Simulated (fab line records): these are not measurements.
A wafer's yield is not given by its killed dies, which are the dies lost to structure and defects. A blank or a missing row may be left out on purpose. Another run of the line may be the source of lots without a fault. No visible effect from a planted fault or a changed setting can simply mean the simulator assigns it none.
fab line records :: flow n5-finfet
[record]
  lots = 7
  wafers = 39
route steps=1938 shown PAD_METAL@1896
start-h: hours from the record's first day to the start of the lot's first wafer shown :: wait-h: hours from the lot's prior step to this one :: " unchanged from the row above :: L1.1+2: a single row standing in for several wafers :: - value missing, or start not given :: * or withheld: withheld :: < > ~ a bound
route shown NAME@n: a module of which the file shows steps, and the number in the route of the first :: usual: average and standard deviation across the fault-free wafers :: same: alike in all rows :: chamber/n: place in a boat :: sites: each site's reading :: _std_site: standard deviation across them :: _edge_site: inner sites' mean taken away from outer sites' mean :: radius-mm: for every site, how far away it sits from the centre of the wafer :: mask NAME#n: copy n :: behind: tool/chamber where the wafer was last shaped :: hold: why the lot was held/for how many hours/how that ended :: device: the transistor (n, p or np) that didn't switch :: end of line: tests run on the same wafers once the route is complete :: for a step that has no rows: nothing shown but its recipe :: killed: not the wafer's yield, but the dies lost to structure and defects at the first sort :: map: per-die view of a wafer (x killed, . not killed, _ where there is no die)
set.NAME: the setting the step ran with; set.NAME@STEP: the setting that earlier step ran with :: model.NAME: the simulator's own value behind a step, which no gauge read
lots run with intentionally changed settings; tables by step, rows by wafer
[[steps]]
[step N5_PASSIVATION_AL_DEP_21]
[recipe]
  material = Al
  target-thk-a = 28000
  temp-c = 400
  time-s = 170
  power-w = 30000
  chamber-pressure-pa = 0.4
  gas = Ar
lot.wafer: L075.1
tool: pvd-sputter-01
chamber: -
start-h: 275.18
wait-h: 0.1
set.target-thk-a: 28000
model.Al_of_PASSIVATION_AL_DEP_21.thk-nm: 2821

lot.wafer: L075.2
tool: pvd-sputter-01
chamber: -
start-h: 275.18
wait-h: 0.1
set.target-thk-a: 28000
model.Al_of_PASSIVATION_AL_DEP_21.thk-nm: 2797

lot.wafer: L075.3
tool: pvd-sputter-01
chamber: -
start-h: 275.18
wait-h: 0.1
set.target-thk-a: 28000
model.Al_of_PASSIVATION_AL_DEP_21.thk-nm: 2769

lot.wafer: L075.4
tool: pvd-sputter-01
chamber: -
start-h: 275.18
wait-h: 0.1
set.target-thk-a: 28000
model.Al_of_PASSIVATION_AL_DEP_21.thk-nm: 2723

lot.wafer: L075.5
tool: pvd-sputter-01
chamber: -
start-h: 275.18
wait-h: 0.1
set.target-thk-a: 28000
model.Al_of_PASSIVATION_AL_DEP_21.thk-nm: 2774

lot.wafer: L075.6
tool: pvd-sputter-01
chamber: -
start-h: 275.18
wait-h: 0.1
set.target-thk-a: 28000
model.Al_of_PASSIVATION_AL_DEP_21.thk-nm: 2733

lot.wafer: L078.1
tool: pvd-sputter-01
chamber: -
start-h: 302.31
wait-h: 0.1
set.target-thk-a: 28000
model.Al_of_PASSIVATION_AL_DEP_21.thk-nm: 2819

lot.wafer: L078.2
tool: pvd-sputter-01
chamber: -
start-h: 302.31
wait-h: 0.1
set.target-thk-a: 28000
model.Al_of_PASSIVATION_AL_DEP_21.thk-nm: 2808

lot.wafer: L078.3
tool: pvd-sputter-01
chamber: -
start-h: 302.31
wait-h: 0.1
set.target-thk-a: 28000
model.Al_of_PASSIVATION_AL_DEP_21.thk-nm: 2783

lot.wafer: L078.4
tool: pvd-sputter-01
chamber: -
start-h: 302.31
wait-h: 0.1
set.target-thk-a: 28000
model.Al_of_PASSIVATION_AL_DEP_21.thk-nm: 2716

lot.wafer: L078.5
tool: pvd-sputter-01
chamber: -
start-h: 302.31
wait-h: 0.1
set.target-thk-a: 28000
model.Al_of_PASSIVATION_AL_DEP_21.thk-nm: 2714

lot.wafer: L078.6
tool: pvd-sputter-01
chamber: -
start-h: 302.31
wait-h: 0.1
set.target-thk-a: 28000
model.Al_of_PASSIVATION_AL_DEP_21.thk-nm: 2824

lot.wafer: L084.1
tool: pvd-sputter-02
chamber: -
start-h: 333.84
wait-h: 0.1
set.target-thk-a: 28000
model.Al_of_PASSIVATION_AL_DEP_21.thk-nm: 2735

lot.wafer: L084.2
tool: pvd-sputter-02
chamber: -
start-h: 333.84
wait-h: 0.1
set.target-thk-a: 28000
model.Al_of_PASSIVATION_AL_DEP_21.thk-nm: 2832

lot.wafer: L084.3
tool: pvd-sputter-02
chamber: -
start-h: 333.84
wait-h: 0.1
set.target-thk-a: 28000
model.Al_of_PASSIVATION_AL_DEP_21.thk-nm: 2757

lot.wafer: L084.4
tool: pvd-sputter-02
chamber: -
start-h: 333.84
wait-h: 0.1
set.target-thk-a: 28000
model.Al_of_PASSIVATION_AL_DEP_21.thk-nm: 2800

lot.wafer: L084.5
tool: pvd-sputter-02
chamber: -
start-h: 333.84
wait-h: 0.1
set.target-thk-a: 28000
model.Al_of_PASSIVATION_AL_DEP_21.thk-nm: 2745

lot.wafer: L084.6
tool: pvd-sputter-02
chamber: -
start-h: 333.84
wait-h: 0.1
set.target-thk-a: 28000
model.Al_of_PASSIVATION_AL_DEP_21.thk-nm: 2835

lot.wafer: L086.3
tool: pvd-sputter-03
chamber: -
start-h: 350.99
wait-h: 0.1
set.target-thk-a: 28000
model.Al_of_PASSIVATION_AL_DEP_21.thk-nm: 2847

lot.wafer: L086.4
tool: pvd-sputter-03
chamber: -
start-h: 350.99
wait-h: 0.1
set.target-thk-a: 28000
model.Al_of_PASSIVATION_AL_DEP_21.thk-nm: 2793

lot.wafer: L086.6
tool: pvd-sputter-03
chamber: -
start-h: 350.99
wait-h: 0.1
set.target-thk-a: 28000
model.Al_of_PASSIVATION_AL_DEP_21.thk-nm: 2856

lot.wafer: L088.1
tool: pvd-sputter-02
chamber: -
start-h: 363.21
wait-h: 0.1
set.target-thk-a: 13240
model.Al_of_PASSIVATION_AL_DEP_21.thk-nm: 1352

lot.wafer: L088.2
tool: pvd-sputter-02
chamber: -
start-h: 363.21
wait-h: 0.1
set.target-thk-a: 13240
model.Al_of_PASSIVATION_AL_DEP_21.thk-nm: 1282

lot.wafer: L088.3
tool: pvd-sputter-02
chamber: -
start-h: 363.21
wait-h: 0.1
set.target-thk-a: 28000
model.Al_of_PASSIVATION_AL_DEP_21.thk-nm: 2789

lot.wafer: L088.4
tool: pvd-sputter-02
chamber: -
start-h: 363.21
wait-h: 0.1
set.target-thk-a: 13240
model.Al_of_PASSIVATION_AL_DEP_21.thk-nm: 1321

lot.wafer: L088.5
tool: pvd-sputter-02
chamber: -
start-h: 363.21
wait-h: 0.1
set.target-thk-a: 28000
model.Al_of_PASSIVATION_AL_DEP_21.thk-nm: 2764

lot.wafer: L088.6
tool: pvd-sputter-02
chamber: -
start-h: 363.21
wait-h: 0.1
set.target-thk-a: 28000
model.Al_of_PASSIVATION_AL_DEP_21.thk-nm: 2807

lot.wafer: L089.1
tool: pvd-sputter-01
chamber: -
start-h: 372.32
wait-h: 0.1
set.target-thk-a: 28000
model.Al_of_PASSIVATION_AL_DEP_21.thk-nm: 2823

lot.wafer: L089.2
tool: pvd-sputter-01
chamber: -
start-h: 372.32
wait-h: 0.1
set.target-thk-a: 37070
model.Al_of_PASSIVATION_AL_DEP_21.thk-nm: 3742

lot.wafer: L089.3
tool: pvd-sputter-01
chamber: -
start-h: 372.32
wait-h: 0.1
set.target-thk-a: 28000
model.Al_of_PASSIVATION_AL_DEP_21.thk-nm: 2795

lot.wafer: L089.4
tool: pvd-sputter-01
chamber: -
start-h: 372.32
wait-h: 0.1
set.target-thk-a: 37070
model.Al_of_PASSIVATION_AL_DEP_21.thk-nm: 3685

lot.wafer: L089.5
tool: pvd-sputter-01
chamber: -
start-h: 372.32
wait-h: 0.1
set.target-thk-a: 28000
model.Al_of_PASSIVATION_AL_DEP_21.thk-nm: 2744

lot.wafer: L089.6
tool: pvd-sputter-01
chamber: -
start-h: 372.32
wait-h: 0.1
set.target-thk-a: 37070
model.Al_of_PASSIVATION_AL_DEP_21.thk-nm: 3718

lot.wafer: L093.1
tool: pvd-sputter-01
chamber: -
start-h: 393.06
wait-h: 0.1
set.target-thk-a: 28000
model.Al_of_PASSIVATION_AL_DEP_21.thk-nm: 2820

lot.wafer: L093.2
tool: pvd-sputter-01
chamber: -
start-h: 393.06
wait-h: 0.1
set.target-thk-a: 28000
model.Al_of_PASSIVATION_AL_DEP_21.thk-nm: 2786

lot.wafer: L093.3
tool: pvd-sputter-01
chamber: -
start-h: 393.06
wait-h: 0.1
set.target-thk-a: 28000
model.Al_of_PASSIVATION_AL_DEP_21.thk-nm: 2842

lot.wafer: L093.4
tool: pvd-sputter-01
chamber: -
start-h: 393.06
wait-h: 0.1
set.target-thk-a: 12920
model.Al_of_PASSIVATION_AL_DEP_21.thk-nm: 1364

lot.wafer: L093.5
tool: pvd-sputter-01
chamber: -
start-h: 393.06
wait-h: 0.1
set.target-thk-a: 12920
model.Al_of_PASSIVATION_AL_DEP_21.thk-nm: 1291

lot.wafer: L093.6
tool: pvd-sputter-01
chamber: -
start-h: 393.06
wait-h: 0.1
set.target-thk-a: 12920
model.Al_of_PASSIVATION_AL_DEP_21.thk-nm: 1331
[[key]]
[split]
  step = N5_PASSIVATION_AL_DEP_21
  setting = target-thk-a
  stated = 28000
  by = wafer
[response]
  step = N5_PASSIVATION_AL_DEP_21
  reading = model.Al_of_PASSIVATION_AL_DEP_21.thk-nm
  change = +27.9
  per = 1%
  r = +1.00
